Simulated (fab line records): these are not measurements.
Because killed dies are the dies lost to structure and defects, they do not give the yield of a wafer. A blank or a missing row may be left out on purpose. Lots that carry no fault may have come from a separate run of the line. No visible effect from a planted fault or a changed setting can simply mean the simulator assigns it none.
Matching of chambers / flow nand harc / NHARC_A_DECK1_JOINT_CMP_13 on cmp-04 has 4 sister chambers
The step polishes, target thk 51.023 nm. 4 wafers are shown with their chamber, then 8 later ones without.

## WAFERS WITH THEIR CHAMBER
wafer=L085.4; chamber=3; motor current A (A)=14.5
wafer=L087.1; chamber=0; motor current A (A)=10.9
wafer=L087.6; chamber=2; motor current A (A)=13.1
wafer=L091.1; chamber=1; motor current A (A)=13.7

## WAFERS WHOSE CHAMBER IS MISSING
wafer=L091.2; motor current A (A)=10.1
wafer=L091.3; motor current A (A)=13.0
wafer=L092.4; motor current A (A)=13.3
wafer=L092.5; motor current A (A)=15.2
wafer=L092.6; motor current A (A)=9.4
wafer=L094.1; motor current A (A)=12.6
wafer=L094.3; motor current A (A)=13.5
wafer=L094.4; motor current A (A)=10.1

## EACH ONE'S CHAMBER
wafer=L091.2; from the rows above=0; in truth=0
wafer=L091.3; from the rows above=can't be placed: 2 or 1 or 3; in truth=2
wafer=L092.4; from the rows above=can't be placed: 2 or 1 or 3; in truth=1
wafer=L092.5; from the rows above=can't be placed: 3 or 1 or 2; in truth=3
wafer=L092.6; from the rows above=0; in truth=0
wafer=L094.1; from the rows above=can't be placed: 2 or 1 or 0 or 3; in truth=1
wafer=L094.3; from the rows above=can't be placed: 1 or 2 or 3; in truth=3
wafer=L094.4; from the rows above=0; in truth=0
Correctly placed: 3 of 8. These rows do not allow placing 5 (true chamber among the candidates in 5). Placed wrongly: 0.
How it was worked out, from the rows above alone: a wafer's distance from a chamber is the root of the sum, over the readings, of the square of ((its reading less the chamber's mean) divided by the reading's scatter). If the next closest chamber is less than 2 further off than the closest, the wafer can't be placed; otherwise it belongs to the closest. Each chamber's mean is taken over the wafers shown for it. The scatter: root of mean squared gap, hidden wafer to nearest shown wafer, with one shown wafer a chamber.
